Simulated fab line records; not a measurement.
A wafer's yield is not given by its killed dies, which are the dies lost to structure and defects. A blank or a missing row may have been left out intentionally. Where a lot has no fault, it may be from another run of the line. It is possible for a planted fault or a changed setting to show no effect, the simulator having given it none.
Chamber matching	flow nand harc	4 sister chambers for NHARC_A_STAIRCASE_DESCUM_186 on rie diel-09
The step chemistry O2, time 3 s. 4 wafers are shown with their chamber, then 9 later ones without.

WAFERS PAIRED WITH THEIR CHAMBERS
wafer	chamber	showerhead plenum p Torr (Torr)
L087.5	1	1.93
L089.1	3	2.01
L089.3	2	2.05
L089.6	0	1.95

WAFERS MISSING THEIR CHAMBER
wafer	showerhead plenum p Torr (Torr)
L089.2	1.92
L089.4	1.95
L089.5	2.01
L093.1	2.04
L093.5	2.01
L093.6	1.95
L094.1	1.92
L094.2	1.95
L094.4	2.01

CHAMBER TAKEN BY EACH
wafer	from the rows above	in truth
L089.2	1	1
L089.4	0	0
L089.5	3	3
L093.1	2	2
L093.5	3	3
L093.6	0	0
L094.1	1	1
L094.2	0	0
L094.4	3	3
9 of 9 placed correctly. Not placeable from these rows: 0. Number placed wrongly: 0.
How it was worked out, from the rows above alone: a wafer's distance from a chamber is the root of the sum, over the readings, of the square of ((its reading less the chamber's mean) divided by the reading's scatter). The wafer belongs to the nearest chamber; if the next one is less than 2 further off, it can't be placed. The mean given for a chamber averages the wafers shown for that chamber. The scatter: with one shown wafer a chamber, the root of the mean of the squares of how far each hidden wafer lies from its nearest shown one.
